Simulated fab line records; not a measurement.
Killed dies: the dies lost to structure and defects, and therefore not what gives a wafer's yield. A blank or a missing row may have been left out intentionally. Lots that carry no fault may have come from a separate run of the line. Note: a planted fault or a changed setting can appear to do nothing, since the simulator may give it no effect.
fab line records    flow n5_finfet    part 1 of 2: steps 1 to 22 of 33
record lots=5  wafers=15  last_day=17
route steps=1938 shown BEOL_M1@800
lots with no fault: from the same line, run without faults
start_h: the number of hours between the record's first day and the start of the first shown wafer of the lot    wait_h: hours elapsed since this lot's preceding step    " identical to the entry in the row above    L1.1+2: one row covering several wafers at once    - value missing, or start not given    * or withheld: withheld    < > ~ a bound
route shown NAME@n: a module of which the file shows steps, and the number in the route of the first    usual: average and standard deviation across the fault-free wafers    same: alike in all rows    chamber/n: place in a boat    sites: per-site readings    _std_site: how widely they spread, as a standard deviation    _edge_site: inner sites' mean taken away from outer sites' mean    radius_mm: how far each site lies from the wafer's centre    mask NAME#n: copy n    behind: the last tool/chamber to shape the wafer    hold: the reason the lot was held/the length of the hold in hours/how it ended    device: transistor that didn't switch, given as n, p or np    end of line: the tests these same wafers got at the end of their route    a step without rows: its recipe alone    killed: at the first sort, the dies lost to defects and structure; wafer yield is something else    map: a wafer's dies, marking killed ones x, the rest . and places with no die _
set.NAME: setting as actually run; set.NAME@STEP: the setting as run at that earlier step    model.NAME: the simulator's own value behind a step, which no gauge read
lots seen at some steps along the route; tables by step, rows by wafer
services: the hour from which a tool's chamber was out of use, counted from the record's first day as start_h (under 0 if before that day), plus the number of hours and why
## steps
# step N5_BEOL_M1_TRENCH_ETCH_37
# recipe chemistry=C4F6/O2  target_depth_a=552.07  target=SiOC  time_s=29  ion_energy_ev=250  pressure_mtorr=30  source_w=355  bias_w=185  Ar_flow_sccm=300  C4F6_flow_sccm=10  O2_flow_sccm=10
# usual drypump_motor_current_A=5.8/0.42  oes_product_au=0.82/0.067  rf_vpp_V=661/8.3  showerhead_plenum_p_Torr=2.88/0.11  throttle_valve_pct=20.81/0.28
lot.wafer  tool         chamber  start_h  wait_h  drypump_motor_current_A  oes_product_au  rf_hours_counter_h  rf_vpp_V  showerhead_plenum_p_Torr  throttle_valve_pct
L075.2     rie_diel-02  0        -        -       5.1                      0.77            144                 668       3.00                      21.20
L075.4     "            1        "        "       5.7                      0.90            31                  654       3.01                      20.52
L075.5     "            0        "        "       5.1                      0.77            -                   670       3.00                      21.22
L082.3     rie_diel-02  2        -        -       6.5                      0.80            77                  655       2.74                      21.13
L082.5     "            2        "        "       6.5                      0.80            -                   655       2.74                      21.12
L082.6     "            1        "        "       5.7                      0.89            -                   653       3.01                      20.52
L091.2     rie_diel-02  1        -        -       5.7                      0.86            60                  653       3.00                      20.57
L091.4     "            2        "        "       6.5                      0.77            96                  653       2.74                      21.13
L091.6     "            3        "        "       5.8                      0.81            -                   662       3.01                      20.47
L094.2     rie_diel-06  3        -        -       5.6                      0.74            182                 678       2.92                      20.68
L094.3     "            2        "        "       6.0                      0.80            101                 672       2.98                      20.65
L094.4     "            0        "        "       5.7                      0.71            219                 661       2.70                      20.91
L096.3     rie_diel-04  0        -        -       5.7                      0.88            35                  671       2.76                      20.45
L096.4     "            3        "        "       6.0                      0.86            47                  650       2.88                      20.89
L096.6     "            0        "        "       5.6                      0.89            -                   672       2.76                      20.46
# step N5_BEOL_M1_ETCH_41
# recipe chemistry=CH3F/O2  target=SiCN  target_depth_a=319  taper_deg=2  time_s=57.8  ion_energy_ev=120  mask_material=TiN  pressure_mtorr=30  source_w=395  bias_w=75  Ar_flow_sccm=150  CH3F_flow_sccm=30  O2_flow_sccm=20
# usual CH3F_flow_sccm=30.00/0.1  drypump_motor_current_A=5.8/0.42  oes_product_au=0.82/0.068  rf_vpp_V=297.9/1.7  showerhead_plenum_p_Torr=2.03/0.083  throttle_valve_pct=16.26/0.27
lot.wafer  tool         chamber  start_h  wait_h  CH3F_flow_sccm  drypump_motor_current_A  oes_product_au  rf_hours_counter_h  rf_vpp_V  showerhead_plenum_p_Torr  throttle_valve_pct
L075.2     rie_diel-02  0        -        -       30.17           5.1                      0.76            144                 299.5     2.11                      16.62
L075.4     "            1        "        "       29.90           5.6                      0.91            31                  298.3     2.13                      15.94
L075.5     "            0        "        "       30.02           5.1                      0.76            -                   298.0     2.11                      16.62
L082.3     rie_diel-02  2        -        -       30.10           6.5                      0.80            77                  297.0     1.93                      16.56
L082.5     "            2        "        "       30.13           6.5                      0.80            -                   296.5     1.93                      16.57
L082.6     "            1        "        "       29.99           5.7                      0.90            -                   300.0     2.12                      15.96
L091.2     rie_diel-02  1        -        -       30.01           5.6                      0.86            60                  300.1     2.12                      16.01
L091.4     "            2        "        "       29.98           6.5                      0.77            96                  295.3     1.92                      16.59
L091.6     "            3        "        "       29.86           5.8                      0.81            -                   298.5     2.12                      15.93
L094.2     rie_diel-06  3        -        -       30.00           5.6                      0.73            182                 298.5     2.06                      16.25
L094.3     "            2        "        "       29.95           6.0                      0.80            101                 300.6     2.10                      16.14
L094.4     "            0        "        "       30.18           5.6                      0.70            219                 294.4     1.89                      16.48
L096.3     rie_diel-04  0        -        -       29.78           5.6                      0.89            35                  297.2     1.94                      15.97
L096.4     "            3        "        "       29.85           6.0                      0.86            47                  298.1     2.03                      16.32
L096.6     "            0        "        "       29.93           5.7                      0.88            -                   296.7     1.94                      15.96
# step N5_BEOL_M1_STRIP_97
# recipe chemistry=N2/H2  time_s=10  power_w=450  temp_c=40  pressure_mtorr=20  rf_frequency_hz=6e+07  bias_power_w=7  n2_flow_sccm=200  h2_flow_sccm=200
# usual drypump_motor_current_A=5.8/0.42  h2_flow_sccm=200.0/0.6  oes_product_au=0.82/0.065  rf_vpp_V=59.2/0.86  showerhead_plenum_p_Torr=2.57/0.1  throttle_valve_pct=23.6/0.35
lot.wafer  tool         chamber  start_h  wait_h  drypump_motor_current_A  h2_flow_sccm  oes_product_au  rf_hours_counter_h  rf_vpp_V  showerhead_plenum_p_Torr  throttle_valve_pct
L075.2     rie_diel-02  0        -        -       5.1                      200.5         0.77            144                 59.5      2.65                      23.8
L075.4     "            1        "        "       5.6                      198.6         0.91            31                  59.1      2.71                      23.7
L075.5     "            0        "        "       5.1                      199.3         0.76            -                   60.5      2.65                      23.8
L082.3     rie_diel-02  2        -        -       6.5                      199.7         0.80            77                  59.5      2.46                      24.1
L082.5     "            2        "        "       6.5                      200.8         0.81            -                   59.6      2.46                      24.1
L082.6     "            1        "        "       5.7                      198.8         0.90            -                   59.0      2.71                      23.7
L091.2     rie_diel-02  1        -        -       5.7                      199.1         0.87            60                  60.0      2.70                      23.7
L091.4     "            2        "        "       6.5                      198.9         0.78            96                  59.6      2.46                      24.1
L091.6     "            3        "        "       5.9                      199.8         0.80            -                   60.3      2.67                      22.9
L094.2     rie_diel-06  3        -        -       5.6                      199.5         0.74            182                 60.7      2.63                      23.4
L094.3     "            2        "        "       6.0                      200.2         0.80            101                 60.9      2.65                      23.3
L094.4     "            0        "        "       5.6                      199.9         0.71            219                 59.5      2.40                      23.7
L096.3     rie_diel-04  0        -        -       5.6                      200.1         0.89            36                  59.4      2.48                      23.3
L096.4     "            3        "        "       6.0                      200.5         0.86            47                  59.2      2.56                      23.7
L096.6     "            0        "        "       5.6                      200.2         0.88            -                   58.1      2.48                      23.3
# step N5_BEOL_M1_OCD_MEAS_38
# usual trench_depth_nm=55.0/0.85
lot.wafer  tool    chamber  start_h  wait_h  trench_depth_nm
L075.2     ocd-01  -        135.50   -       56.2
L075.4     "       -        "        "       55.3
L075.5     "       -        "        "       55.8
L082.3     ocd-01  -        170.96   -       53.8
L082.5     "       -        "        "       54.7
L082.6     "       -        "        "       54.6
L091.2     ocd-02  -        228.67   -       54.9
L091.4     "       -        "        "       52.4
L091.6     "       -        "        "       54.6
L094.2     ocd-01  -        249.87   -       54.2
L094.3     "       -        "        "       53.6
L094.4     "       -        "        "       54.1
L096.3     ocd-02  -        257.37   -       54.5
L096.4     "       -        "        "       55.2
L096.6     "       -        "        "       55.4
# step N5_BEOL_M1_HM_STRIP_39
# recipe chemistry=peroxide_tin_strip  material=TiN  target_depth_a=250  temp_c=50  time_s=158
# usual bath_guard_temp_C=50.0/0.52  bath_heat_duty_pct=7.1/0.85
lot.wafer  tool          chamber  start_h  wait_h  bath_guard_temp_C  bath_heat_duty_pct
L075.2     wet_bench-01  4        135.53   0.0     49.9               6.1
L075.4     "             7        "        "       49.5               6.3
L075.5     "             2        "        "       50.5               7.5
L082.3     wet_bench-05  3        170.99   0.0     50.7               7.0
L082.5     "             4        "        "       49.2               6.4
L082.6     "             1        "        "       50.1               6.5
L091.2     wet_bench-05  4        228.70   0.0     49.0               7.5
L091.4     "             7        "        "       50.1               9.4
L091.6     "             0        "        "       49.8               7.8
L094.2     wet_bench-02  5        249.90   0.0     50.9               8.5
L094.3     "             0        "        "       49.2               6.0
L094.4     "             1        "        "       49.2               7.8
L096.3     wet_bench-02  0        257.40   0.0     48.9               7.1
L096.4     "             5        "        "       50.5               7.7
L096.6     "             3        "        "       49.8               8.0
# step N5_BEOL_M1_SRD_40
# recipe time_s=30  temp_c=23  rinse_liquid=diw  dry=ipa_marangoni
# usual bath_heat_duty_pct=3.6/0.55
lot.wafer  tool          chamber  start_h  wait_h  bath_heat_duty_pct
L075.2     wet_bench-01  4        135.62   0.0     3.4
L075.4     "             7        "        "       3.1
L075.5     "             2        "        "       3.8
L082.3     wet_bench-05  3        171.04   0.0     3.8
L082.5     "             4        "        "       2.8
L082.6     "             1        "        "       3.4
L091.2     wet_bench-05  4        228.75   0.0     3.2
L091.4     "             7        "        "       3.5
L091.6     "             0        "        "       4.3
L094.2     wet_bench-02  5        249.94   0.0     4.5
L094.3     "             0        "        "       3.6
L094.4     "             1        "        "       3.8
L096.3     wet_bench-02  0        257.45   0.0     4.0
L096.4     "             5        "        "       4.2
L096.6     "             3        "        "       3.6
# step N5_BEOL_M1_PRECLEAN_42
# recipe chemistry=residue_remover  time_s=60  temp_c=40
# usual bath_guard_temp_C=39.9/0.53  bath_heat_duty_pct=4.5/0.67
lot.wafer  tool          chamber  start_h  wait_h  bath_guard_temp_C  bath_heat_duty_pct
L075.2     wet_bench-01  4        135.65   0.0     39.7               3.5
L075.4     "             7        "        "       39.4               4.0
L075.5     "             2        "        "       40.1               4.8
L082.3     wet_bench-05  3        171.06   0.0     40.5               4.9
L082.5     "             4        "        "       39.2               4.5
L082.6     "             1        "        "       39.8               5.1
L091.2     wet_bench-05  4        228.76   0.0     39.5               4.3
L091.4     "             7        "        "       40.2               5.1
L091.6     "             0        "        "       40.1               4.6
L094.2     wet_bench-02  5        249.96   0.0     40.6               5.3
L094.3     "             0        "        "       38.9               4.2
L094.4     "             1        "        "       39.4               4.9
L096.3     wet_bench-02  0        257.46   0.0     39.0               4.0
L096.4     "             5        "        "       40.3               4.8
L096.6     "             3        "        "       39.9               5.8
# step N5_BEOL_M1_SRD_43
# recipe time_s=30  temp_c=23  rinse_liquid=diw  dry=ipa_marangoni
# usual bath_heat_duty_pct=3.6/0.56
lot.wafer  tool          chamber  start_h  wait_h  bath_heat_duty_pct
L075.2     wet_bench-01  4        135.69   0.0     3.5
L075.4     "             7        "        "       2.7
L075.5     "             2        "        "       3.6
L082.3     wet_bench-05  3        171.08   0.0     4.2
L082.5     "             4        "        "       3.4
L082.6     "             1        "        "       2.7
L091.2     wet_bench-05  4        228.78   0.0     3.7
L091.4     "             7        "        "       4.0
L091.6     "             0        "        "       4.1
L094.2     wet_bench-02  5        249.98   0.0     4.4
L094.3     "             0        "        "       3.7
L094.4     "             1        "        "       3.8
L096.3     wet_bench-02  0        257.48   0.0     3.8
L096.4     "             5        "        "       4.5
L096.6     "             3        "        "       4.1
# step N5_BEOL_M1_CD_MEAS_35
# recipe target_cd_nm=18  target_cd_y_nm=21  polarity=opening
# usual cd_nm=18.1/0.37
lot.wafer  tool       chamber  start_h  wait_h  cd_nm
L075.2     cd_sem-02  -        135.74   0.0     17.7
L075.4     "          -        "        "       17.6
L075.5     "          -        "        "       18.0
L082.3     cd_sem-01  -        171.12   0.0     17.9
L082.5     "          -        "        "       18.2
L082.6     "          -        "        "       18.0
L091.2     cd_sem-01  -        228.82   0.0     17.8
L091.4     "          -        "        "       18.1
L091.6     "          -        "        "       18.0
L094.2     cd_sem-03  -        250.02   0.0     18.2
L094.3     "          -        "        "       18.7
L094.4     "          -        "        "       17.7
L096.3     cd_sem-03  -        257.52   0.0     18.4
L096.4     "          -        "        "       18.4
L096.6     "          -        "        "       18.5
# step N5_BEOL_M1_DEGAS_44
# recipe ambient=vacuum  temp_c=250  time_s=60
# usual heater_power_w=352/28
lot.wafer  tool            chamber  start_h  wait_h  heater_power_w
L075.2     pvd_sputter-03  -        136.15   0.4     382
L075.4     "               -        "        "       329
L075.5     "               -        "        "       318
L082.3     pvd_sputter-01  -        171.47   0.4     329
L082.5     "               -        "        "       328
L082.6     "               -        "        "       385
L091.2     pvd_sputter-01  -        229.08   0.3     334
L091.4     "               -        "        "       374
L091.6     "               -        "        "       335
L094.2     pvd_sputter-01  -        250.38   0.4     388
L094.3     "               -        "        "       279
L094.4     "               -        "        "       329
L096.3     pvd_sputter-03  -        258.14   0.6     368
L096.4     "               -        "        "       333
L096.6     "               -        "        "       381
# step N5_BEOL_M1_PRE_CLEAN_45
# recipe gas=H2/He  time_s=30  temp_c=250
# usual heater_power_w=352/28
lot.wafer  tool            chamber  start_h  wait_h  heater_power_w
L075.2     pvd_sputter-03  -        136.19   0.0     382
L075.4     "               -        "        "       335
L075.5     "               -        "        "       308
L082.3     pvd_sputter-01  -        171.51   0.0     342
L082.5     "               -        "        "       339
L082.6     "               -        "        "       380
L091.2     pvd_sputter-01  -        229.12   0.0     348
L091.4     "               -        "        "       380
L091.6     "               -        "        "       333
L094.2     pvd_sputter-01  -        250.42   0.0     386
L094.3     "               -        "        "       286
L094.4     "               -        "        "       335
L096.3     pvd_sputter-03  -        258.18   0.0     359
L096.4     "               -        "        "       333
L096.6     "               -        "        "       379
# step N5_BEOL_M1_ALD_84
# recipe material=TaN  target_thk_a=*  temp_c=275  ald_precursor_family=PDMAT  ald_co_reactant=NH3  pressure_torr=3  carrier_flow_sccm=1500  pulse_time_s=2  purge_time_s=3  co_reactant_purge_time_s=2  co_reactant_pulse_time_s=3  ald_cycles=30  precursor_vessel_temp_c=75  precursor_vessel_pressure_torr=26.25  precursor_vessel_carrier_sccm=1000
# usual heater_power_outer_w=231/16  heater_power_w=420/30
lot.wafer  tool          chamber  start_h  wait_h  heater_power_outer_w  heater_power_w
L075.2     ald_metal-03  2        136.25   0.0     230                   436
L075.4     "             0        "        "       276                   498
L075.5     "             0        "        "       270                   487
L082.3     ald_metal-04  1        171.57   0.0     244                   432
L082.5     "             0        "        "       214                   411
L082.6     "             3        "        "       217                   404
L091.2     ald_metal-01  1        229.19   0.0     240                   409
L091.4     "             0        "        "       239                   426
L091.6     "             0        "        "       248                   429
L094.2     ald_metal-03  3        250.48   0.0     245                   460
L094.3     "             1        "        "       224                   395
L094.4     "             3        "        "       244                   453
L096.3     ald_metal-03  2        258.26   0.1     230                   428
L096.4     "             1        "        "       229                   383
L096.6     "             3        "        "       238                   446
# step N5_BEOL_M1_SURFACE_TREAT_85
# recipe gas=Ar  time_s=*  ion_energy_ev=*  ion_current_ma_cm2=0.5  pressure_mtorr=*  ar_flow_sccm=30
# usual throttle_valve_pct=*
lot.wafer  tool            chamber  start_h  wait_h  throttle_valve_pct
L075.2     pvd_sputter-03  -        136.48   0.1     *
L075.4     "               -        "        "       *
L075.5     "               -        "        "       *
L082.3     pvd_sputter-01  -        172.10   0.4     *
L082.5     "               -        "        "       *
L082.6     "               -        "        "       *
L091.2     pvd_sputter-01  -        229.54   0.2     *
L091.4     "               -        "        "       *
L091.6     "               -        "        "       *
L094.2     pvd_sputter-03  -        250.75   0.2     *
L094.3     "               -        "        "       *
L094.4     "               -        "        "       *
L096.3     pvd_sputter-03  -        258.64   0.3     *
L096.4     "               -        "        "       *
L096.6     "               -        "        "       *
# step N5_BEOL_M1_CVD_47
# recipe material=Co  target_thk_a=30  temp_c=withheld  precursor=CCTBA/H2  pressure_torr=30  time_s=223.8
lot.wafer   tool       chamber  start_h  wait_h
L075.2+4+5  cvd_co-01  2,2,1    136.77   0.3
L082.3+5+6  cvd_co-02  2,0,2    172.39   0.3
L091.2+4+6  cvd_co-02  2,2,1    229.60   0.0
L094.2+3+4  cvd_co-02  1,0,2    250.81   0.0
L096.3+4+6  cvd_co-01  0,0,1    258.84   0.2
# step N5_BEOL_M1_SPUTTER_48
# recipe material=Cu  target_thk_a=45  temp_c=-20  chamber_pressure_pa=0.07  power_w=withheld  time_s=8.29
# usual throttle_valve_pct=30.1/1.5
lot.wafer  tool            chamber  start_h  wait_h  throttle_valve_pct
L075.2     pvd_sputter-01  -        137.11   0.3     30.0
L075.4     "               -        "        "       30.8
L075.5     "               -        "        "       28.4
L082.3     pvd_sputter-02  -        172.95   0.5     27.8
L082.5     "               -        "        "       31.7
L082.6     "               -        "        "       27.7
L091.2     pvd_sputter-03  -        229.85   0.2     28.9
L091.4     "               -        "        "       29.9
L091.6     "               -        "        "       31.9
L094.2     pvd_sputter-01  -        251.02   0.1     30.8
L094.3     "               -        "        "       28.2
L094.4     "               -        "        "       30.1
L096.3     pvd_sputter-03  -        259.10   0.2     29.9
L096.4     "               -        "        "       31.8
L096.6     "               -        "        "       28.8
# step N5_BEOL_M1_ANNEAL_49
# recipe temp_c=400  time_s=240  ambient=vacuum
# usual heater_power_w=874/74
lot.wafer  tool            chamber  start_h  wait_h  heater_power_w
L075.2     pvd_sputter-01  -        137.19   0.0     846
L075.4     "               -        "        "       836
L075.5     "               -        "        "       710
L082.3     pvd_sputter-02  -        173.03   0.0     917
L082.5     "               -        "        "       932
L082.6     "               -        "        "       938
L091.2     pvd_sputter-03  -        229.93   0.0     774
L091.4     "               -        "        "       936
L091.6     "               -        "        "       916
L094.2     pvd_sputter-01  -        251.10   0.0     830
L094.3     "               -        "        "       714
L094.4     "               -        "        "       833
L096.3     pvd_sputter-03  -        259.18   0.0     927
L096.4     "               -        "        "       902
L096.6     "               -        "        "       775
# step N5_BEOL_M1_SPUTTER_79
# recipe material=Cu  target_thk_a=45  temp_c=-20  chamber_pressure_pa=0.07  power_w=withheld  time_s=8.29
# usual throttle_valve_pct=30.1/1.5
lot.wafer  tool            chamber  start_h  wait_h  throttle_valve_pct
L075.2     pvd_sputter-01  -        137.33   0.1     29.9
L075.4     "               -        "        "       31.0
L075.5     "               -        "        "       28.1
L082.3     pvd_sputter-02  -        173.17   0.1     27.8
L082.5     "               -        "        "       31.6
L082.6     "               -        "        "       27.7
L091.2     pvd_sputter-03  -        230.07   0.1     29.2
L091.4     "               -        "        "       29.9
L091.6     "               -        "        "       32.1
L094.2     pvd_sputter-01  -        251.24   0.1     30.8
L094.3     "               -        "        "       28.2
L094.4     "               -        "        "       30.0
L096.3     pvd_sputter-03  -        259.32   0.1     29.6
L096.4     "               -        "        "       32.1
L096.6     "               -        "        "       29.0
# step N5_BEOL_M1_ANNEAL_80
# recipe temp_c=400  time_s=240  ambient=vacuum
# usual heater_power_w=874/72
lot.wafer  tool            chamber  start_h  wait_h  heater_power_w
L075.2     pvd_sputter-01  -        137.41   0.0     859
L075.4     "               -        "        "       833
L075.5     "               -        "        "       704
L082.3     pvd_sputter-02  -        173.25   0.0     924
L082.5     "               -        "        "       911
L082.6     "               -        "        "       936
L091.2     pvd_sputter-03  -        230.15   0.0     756
L091.4     "               -        "        "       937
L091.6     "               -        "        "       913
L094.2     pvd_sputter-01  -        251.32   0.0     844
L094.3     "               -        "        "       722
L094.4     "               -        "        "       856
L096.3     pvd_sputter-03  -        259.40   0.0     920
L096.4     "               -        "        "       896
L096.6     "               -        "        "       770
# step N5_BEOL_M1_SPUTTER_81
# recipe material=Cu  target_thk_a=45  temp_c=-20  chamber_pressure_pa=0.07  power_w=withheld  time_s=8.29
# usual throttle_valve_pct=30.1/1.5
lot.wafer  tool            chamber  start_h  wait_h  throttle_valve_pct
L075.2     pvd_sputter-01  -        137.55   0.1     29.9
L075.4     "               -        "        "       30.9
L075.5     "               -        "        "       28.3
L082.3     pvd_sputter-02  -        173.39   0.1     27.5
L082.5     "               -        "        "       31.5
L082.6     "               -        "        "       28.0
L091.2     pvd_sputter-03  -        230.29   0.1     29.2
L091.4     "               -        "        "       29.8
L091.6     "               -        "        "       31.9
L094.2     pvd_sputter-01  -        251.46   0.1     30.8
L094.3     "               -        "        "       28.4
L094.4     "               -        "        "       29.7
L096.3     pvd_sputter-03  -        259.54   0.1     29.6
L096.4     "               -        "        "       31.9
L096.6     "               -        "        "       29.2
# step N5_BEOL_M1_ANNEAL_82
# recipe temp_c=400  time_s=240  ambient=vacuum
# usual heater_power_w=876/76
lot.wafer  tool            chamber  start_h  wait_h  heater_power_w
L075.2     pvd_sputter-01  -        137.63   0.0     845
L075.4     "               -        "        "       847
L075.5     "               -        "        "       685
L082.3     pvd_sputter-02  -        173.47   0.0     946
L082.5     "               -        "        "       931
L082.6     "               -        "        "       944
L091.2     pvd_sputter-03  -        230.37   0.0     768
L091.4     "               -        "        "       924
L091.6     "               -        "        "       906
L094.2     pvd_sputter-01  -        251.54   0.0     842
L094.3     "               -        "        "       699
L094.4     "               -        "        "       846
L096.3     pvd_sputter-03  -        259.62   0.0     936
L096.4     "               -        "        "       928
L096.6     "               -        "        "       777
# step N5_BEOL_M1_SPUTTER_86
# recipe material=Cu  target_thk_a=45  temp_c=-20  chamber_pressure_pa=0.07  power_w=withheld  time_s=8.29
# usual throttle_valve_pct=30.1/1.5
lot.wafer  tool            chamber  start_h  wait_h  throttle_valve_pct
L075.2     pvd_sputter-01  -        137.77   0.1     29.9
L075.4     "               -        "        "       30.8
L075.5     "               -        "        "       28.2
L082.3     pvd_sputter-02  -        173.61   0.1     27.7
L082.5     "               -        "        "       31.7
L082.6     "               -        "        "       27.7
L091.2     pvd_sputter-03  -        230.51   0.1     28.9
L091.4     "               -        "        "       30.0
L091.6     "               -        "        "       31.9
L094.2     pvd_sputter-01  -        251.68   0.1     30.9
L094.3     "               -        "        "       28.3
L094.4     "               -        "        "       30.0
L096.3     pvd_sputter-03  -        259.76   0.1     29.7
L096.4     "               -        "        "       31.9
L096.6     "               -        "        "       28.9
# step N5_BEOL_M1_ANNEAL_87
# recipe temp_c=400  time_s=240  ambient=vacuum
# usual heater_power_w=876/74
lot.wafer  tool            chamber  start_h  wait_h  heater_power_w
L075.2     pvd_sputter-01  -        137.85   0.0     864
L075.4     "               -        "        "       820
L075.5     "               -        "        "       694
L082.3     pvd_sputter-02  -        173.69   0.0     933
L082.5     "               -        "        "       922
L082.6     "               -        "        "       938
L091.2     pvd_sputter-03  -        230.59   0.0     761
L091.4     "               -        "        "       977
L091.6     "               -        "        "       930
L094.2     pvd_sputter-01  -        251.76   0.0     831
L094.3     "               -        "        "       707
L094.4     "               -        "        "       838
L096.3     pvd_sputter-03  -        259.84   0.0     953
L096.4     "               -        "        "       913
L096.6     "               -        "        "       768
